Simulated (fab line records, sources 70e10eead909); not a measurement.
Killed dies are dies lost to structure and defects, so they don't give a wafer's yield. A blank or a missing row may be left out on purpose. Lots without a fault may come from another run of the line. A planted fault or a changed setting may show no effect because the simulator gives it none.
Chamber matching | flow nand_harc | NHARC_A_CONTACT_DEP_85 on pecvd-01: 3 sister chambers
The step deposits SiON, target thk 50 nm. 3 wafers are shown with their chamber, then 12 later ones without.

WAFERS WITH THEIR CHAMBER
wafer  | chamber | heater_power_w (W)
L087.4 | 2       | 704
L087.5 | 0       | 746
L087.6 | 1       | 787

WAFERS WITHOUT THEIR CHAMBER
wafer  | heater_power_w (W)
L090.1 | 753
L090.2 | 668
L090.5 | 816
L091.2 | 674
L091.4 | 701
L091.6 | 798
L093.2 | 716
L093.5 | 751
L093.6 | 784
L094.4 | 742
L094.5 | 803
L094.6 | 666

WHICH CHAMBER EACH WENT THROUGH
wafer  | from the rows above          | in truth
L090.1 | can't be placed: 0 or 1      | 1
L090.2 | 2                            | 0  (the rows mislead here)
L090.5 | can't be placed: 1 or 0      | 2
L091.2 | 2                            | 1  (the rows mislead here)
L091.4 | 2                            | 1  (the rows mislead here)
L091.6 | can't be placed: 1 or 0      | 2
L093.2 | can't be placed: 2 or 0      | 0
L093.5 | can't be placed: 0 or 1      | 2
L093.6 | can't be placed: 1 or 0      | 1
L094.4 | can't be placed: 0 or 2 or 1 | 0
L094.5 | can't be placed: 1 or 0      | 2
L094.6 | 2                            | 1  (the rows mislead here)
Placed correctly: 0 of 12. Can't be placed from these rows: 8 (the true chamber is among the candidates in 4). Placed wrongly: 4.
How it was worked out, from the rows above alone: a wafer's distance from a chamber is the root of the sum, over the readings, of the square of ((its reading less the chamber's mean) divided by the reading's scatter). The wafer belongs to the nearest chamber; if the next one is less than 2 further off, it can't be placed. A chamber's mean is the mean of its shown wafers. The scatter: with one shown wafer a chamber, the root of the mean of the squares of how far each hidden wafer lies from its nearest shown one.
